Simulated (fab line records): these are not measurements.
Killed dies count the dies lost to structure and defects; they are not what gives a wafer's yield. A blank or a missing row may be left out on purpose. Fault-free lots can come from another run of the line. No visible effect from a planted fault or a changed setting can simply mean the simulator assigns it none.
Matching of chambers	flow nand-harc	NHARC_A_CONTACT_ETCH_88 on rie-diel-07 has 4 sister chambers
The step etches the open film in CF4, target depth 39 nm, time 65 s. 7 wafers are shown with their chamber, then 7 later ones without.

WAFERS PAIRED WITH THEIR CHAMBERS
wafer	chamber	drypump-motor-current-A (A)	rf-vpp-V (V)
L860.2	1	5.0	153.1
L863.4	1	5.0	151.4
L873.3	2	5.0	151.3
L873.4	3	5.1	150.5
L873.5	3	5.1	150.2
L877.2	2	4.9	150.7
L877.3	0	5.3	151.1

WAFERS WHOSE CHAMBER IS MISSING
wafer	drypump-motor-current-A (A)	rf-vpp-V (V)
L877.6	5.0	151.3
L876.2	5.3	151.3
L876.4	5.0	151.2
L876.6	5.0	151.1
L880.2	5.3	150.6
L880.5	5.1	151.4
L880.6	5.3	151.5

CHAMBER TAKEN BY EACH
wafer	from the rows above	in truth
L877.6	can't be placed: 1 or 2 or 3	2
L876.2	0	0
L876.4	can't be placed: 2 or 1 or 3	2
L876.6	can't be placed: 2 or 1 or 3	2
L880.2	0	0
L880.5	can't be placed: 3 or 1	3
L880.6	0	0
Correctly placed: 3 of 7. Not placeable from these rows: 4 (in 4, the candidates include the true chamber). Wrongly placed: 0.
How it was worked out, from the rows above alone: a wafer's distance from a chamber is the root of the sum, over the readings, of the square of ((its reading less the chamber's mean) divided by the reading's scatter). If the next closest chamber is less than 2 further off than the closest, the wafer can't be placed; otherwise it belongs to the closest. A chamber's mean is the mean of its shown wafers. The scatter: the root of (the sum of the squares of (reading less its chamber's mean) over the shown wafers, divided by (wafers less chambers)).
